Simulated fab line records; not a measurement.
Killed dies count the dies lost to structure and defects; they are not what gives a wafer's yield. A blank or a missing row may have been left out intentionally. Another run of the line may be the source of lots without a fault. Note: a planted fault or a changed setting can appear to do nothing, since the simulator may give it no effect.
Chamber matching ; flow nand_harc ; 3 sister chambers for NHARC_A_STAIRCASE_DEP_156 on pecvd-04
The step deposits SiNx, target thk 50 nm. 6 wafers are shown with their chamber, then 8 later ones without.

WAFERS PAIRED WITH THEIR CHAMBERS
wafer;chamber;heater_power_w (W);rf_fwd_power_W (W)
L076.6;1;840;448.2
L080.1;1;700;448.3
L080.2;2;621;447.7
L081.4;0;613;448.6
L081.6;2;621;450.1
L087.1;0;703;446.2

WAFERS WITHOUT THEIR CHAMBER
wafer;heater_power_w (W);rf_fwd_power_W (W)
L087.4;539;448.7
L087.5;812;447.8
L088.3;605;449.9
L088.4;590;448.0
L088.5;764;446.8
L090.1;873;448.3
L090.3;627;448.7
L090.6;597;446.2

WHICH CHAMBER EACH ONE RAN IN
wafer;from the rows above;in truth
L087.4;can't be placed: 2 or 0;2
L087.5;can't be placed: 1 or 0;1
L088.3;can't be placed: 2 or 0 or 1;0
L088.4;can't be placed: 2 or 0 or 1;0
L088.5;can't be placed: 1 or 0 or 2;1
L090.1;can't be placed: 1 or 0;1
L090.3;can't be placed: 2 or 0 or 1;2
L090.6;can't be placed: 0 or 2 or 1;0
0 of 8 placed correctly. Can't be placed from these rows: 8 (the true chamber is among the candidates in 8). Wrongly placed: 0.
How it was worked out, from the rows above alone: a wafer's distance from a chamber is the root of the sum, over the readings, of the square of ((its reading less the chamber's mean) divided by the reading's scatter). The wafer belongs to the nearest chamber; if the next one is less than 2 further off, it can't be placed. For every chamber, the mean is computed from those of its wafers that are shown. How the scatter is found: for the shown wafers, subtract from each reading the mean of its chamber, square and add these, divide the total by (wafers less chambers), then take the root.
